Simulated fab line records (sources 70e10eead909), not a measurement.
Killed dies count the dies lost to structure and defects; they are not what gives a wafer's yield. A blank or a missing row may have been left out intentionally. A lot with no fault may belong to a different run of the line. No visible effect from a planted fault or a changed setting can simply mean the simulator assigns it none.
Chamber matching	flow nand-harc	NHARC_A_CONTACT_ETCH_110 on rie-diel-03 has 4 sister chambers
The step etches the open film in CF4/O2, target depth 60 nm, overetch 6 nm, time 33 s. 4 wafers are shown with their chamber, then 8 later ones without.

WAFERS PAIRED WITH THEIR CHAMBERS
wafer	chamber	showerhead-plenum-p-Torr (Torr)
L694.6	1	1.30
L697.3	2	1.29
L697.6	0	1.32
L703.1	3	1.32

WAFERS WITH NO CHAMBER GIVEN
wafer	showerhead-plenum-p-Torr (Torr)
L703.5	1.28
L703.6	1.30
L704.3	1.28
L704.5	1.30
L704.6	1.32
L713.4	1.29
L713.5	1.32
L713.6	1.28

THE CHAMBER EACH PASSED THROUGH
wafer	from the rows above	in truth
L703.5	can't be placed: 2 or 1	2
L703.6	can't be placed: 1 or 2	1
L704.3	can't be placed: 2 or 1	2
L704.5	can't be placed: 1 or 2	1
L704.6	can't be placed: 0 or 3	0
L713.4	can't be placed: 2 or 1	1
L713.5	can't be placed: 0 or 3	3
L713.6	can't be placed: 2 or 1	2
Correct placement for 0 of the 8. Not placeable from these rows: 8 (in 8, the candidates include the true chamber). Number placed wrongly: 0.
How it was worked out, from the rows above alone: a wafer's distance from a chamber is the root of the sum, over the readings, of the square of ((its reading less the chamber's mean) divided by the reading's scatter). The wafer belongs to the nearest chamber; if the next one is less than 2 further off, it can't be placed. A chamber's mean is the mean of its shown wafers. The scatter: with one shown wafer a chamber, the root of the mean of the squares of how far each hidden wafer lies from its nearest shown one.
